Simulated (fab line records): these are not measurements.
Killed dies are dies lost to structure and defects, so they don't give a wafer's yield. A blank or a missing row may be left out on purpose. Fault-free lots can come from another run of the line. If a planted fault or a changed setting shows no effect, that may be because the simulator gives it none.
Check of tool commonality / flow nand-harc / 13 lots and 39 wafers in the sample

== WHAT PROMPTED THE OPENING ==
On 1 of the 13 lots, a flag is raised at NHARC_P_STI_INSPECT_11 on the reading raw-defect-count. Wafers without a fault read 5.3, standard deviation 2.8.
Rule: a lot is flagged when every wafer of it that has a number lies more than 4 standard deviations from that mean, or none has a number. As for the other lots, they are considered sound.

lot=L996; measured=day 2 15:18; on=defect-inspect-02; raw-defect-count, wafer by wafer=4 4 1; flag=
lot=L997; measured=day 2 23:20; on=defect-inspect-02; raw-defect-count, wafer by wafer=6 8 1; flag=
lot=L999; measured=day 3 10:20; on=defect-inspect-01; raw-defect-count, wafer by wafer=3 8 7; flag=
lot=L998; measured=day 3 10:30; on=defect-inspect-02; raw-defect-count, wafer by wafer=3 5 4; flag=
lot=L101; measured=day 4 01:03; on=defect-inspect-01; raw-defect-count, wafer by wafer=3 4 9; flag=
lot=L102; measured=day 4 05:10; on=defect-inspect-01; raw-defect-count, wafer by wafer=5 3 8; flag=
lot=L103; measured=day 4 10:54; on=defect-inspect-02; raw-defect-count, wafer by wafer=2 4 4; flag=
lot=L106; measured=day 5 07:36; on=defect-inspect-02; raw-defect-count, wafer by wafer=6 10 1; flag=
lot=L109; measured=day 5 23:10; on=defect-inspect-01; raw-defect-count, wafer by wafer=7 2 3; flag=
lot=L112; measured=day 6 17:47; on=defect-inspect-01; raw-defect-count, wafer by wafer=20 25 18; flag=FLAGGED
lot=L113; measured=day 6 23:44; on=defect-inspect-01; raw-defect-count, wafer by wafer=3 4 6; flag=
lot=L116; measured=day 7 18:44; on=defect-inspect-01; raw-defect-count, wafer by wafer=3 6 6; flag=
lot=L118; measured=day 8 04:48; on=defect-inspect-01; raw-defect-count, wafer by wafer=8 5 8; flag=
Average over the flagged lots: 21.0; offset from the usual +15.7, equal to +6 standard deviations.

== WHICH TOOL RAN EACH LOT ==
The record holds 1 process step before the reading, out of a route of 1159 steps. Each cell gives the tool, then ch followed by the chambers the sampled wafers passed through, then the start.
lot=L996; flag=; NHARC_P_STI_HM_DEP_30=lpcvd-02 ch 1, day 2 10:55
lot=L997; flag=; NHARC_P_STI_HM_DEP_30=lpcvd-02 ch 0, day 2 19:08
lot=L999; flag=; NHARC_P_STI_HM_DEP_30=lpcvd-02 ch 1, day 3 06:16
lot=L998; flag=; NHARC_P_STI_HM_DEP_30=lpcvd-02 ch 0, day 3 06:16
lot=L101; flag=; NHARC_P_STI_HM_DEP_30=lpcvd-02 ch 0, day 3 20:52
lot=L102; flag=; NHARC_P_STI_HM_DEP_30=lpcvd-01 ch 0, day 4 00:58
lot=L103; flag=; NHARC_P_STI_HM_DEP_30=lpcvd-01 ch 0, day 4 06:46
lot=L106; flag=; NHARC_P_STI_HM_DEP_30=lpcvd-01 ch 0, day 5 03:22
lot=L109; flag=; NHARC_P_STI_HM_DEP_30=lpcvd-01 ch 0, day 5 18:53
lot=L112; flag=FLAGGED; NHARC_P_STI_HM_DEP_30=lpcvd-02 ch 0, day 6 13:43
lot=L113; flag=; NHARC_P_STI_HM_DEP_30=lpcvd-01 ch 0, day 6 19:40
lot=L116; flag=; NHARC_P_STI_HM_DEP_30=lpcvd-01 ch 0, day 7 14:39
lot=L118; flag=; NHARC_P_STI_HM_DEP_30=lpcvd-01 ch 1, day 8 00:32
These steps, and what they do:
- NHARC_P_STI_HM_DEP_30: deposits Si3N4, target thk 80 nm, time 873 s.
- NHARC_P_STI_INSPECT_11

== FLAGGED AGAINST TOTAL, ONE TOOL AT A TIME (gauges that did the reading follow at the end) ==
step=NHARC_P_STI_HM_DEP_30; tool=lpcvd-01; lots run=7; flagged=0; share of the flagged lots=none; sound lots run after its first flagged lot=-
step=NHARC_P_STI_HM_DEP_30; tool=lpcvd-02; lots run=6; flagged=1; share of the flagged lots=all; sound lots run after its first flagged lot=0
step=NHARC_P_STI_INSPECT_11; tool=defect-inspect-01; lots run=8; flagged=1; share of the flagged lots=all; sound lots run after its first flagged lot=3 (L113,L116,L118)
step=NHARC_P_STI_INSPECT_11; tool=defect-inspect-02; lots run=5; flagged=0; share of the flagged lots=none; sound lots run after its first flagged lot=-

== THE TABLE: WHAT IT ALLOWS ==
In 2 table rows, all flagged lots were run: lpcvd-02 (NHARC_P_STI_HM_DEP_30), defect-inspect-01 (NHARC_P_STI_INSPECT_11).
- lpcvd-02 at NHARC_P_STI_HM_DEP_30 ran 6 lots, 1 of them flagged. Its last sound lot is L101 (day 3 20:52), its first flagged lot L112 (day 6 13:43): a fault that began between those two fits.
- defect-inspect-01 at NHARC_P_STI_INSPECT_11 ran 8 lots, 1 of them flagged. After the first flagged lot (L113, L116, L118), sound lots still ran on it; a lasting fault on the whole tool would not permit that.
lpcvd-02 at NHARC_P_STI_HM_DEP_30 is the single tool remaining.

== WHAT HAD BEEN PUT IN BY THE SIMULATOR ==
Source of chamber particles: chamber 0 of lpcvd-02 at NHARC_P_STI_HM_DEP_30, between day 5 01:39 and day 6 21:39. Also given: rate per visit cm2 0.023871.
Lots struck among those shown: L112. This agrees with what the rule above found.
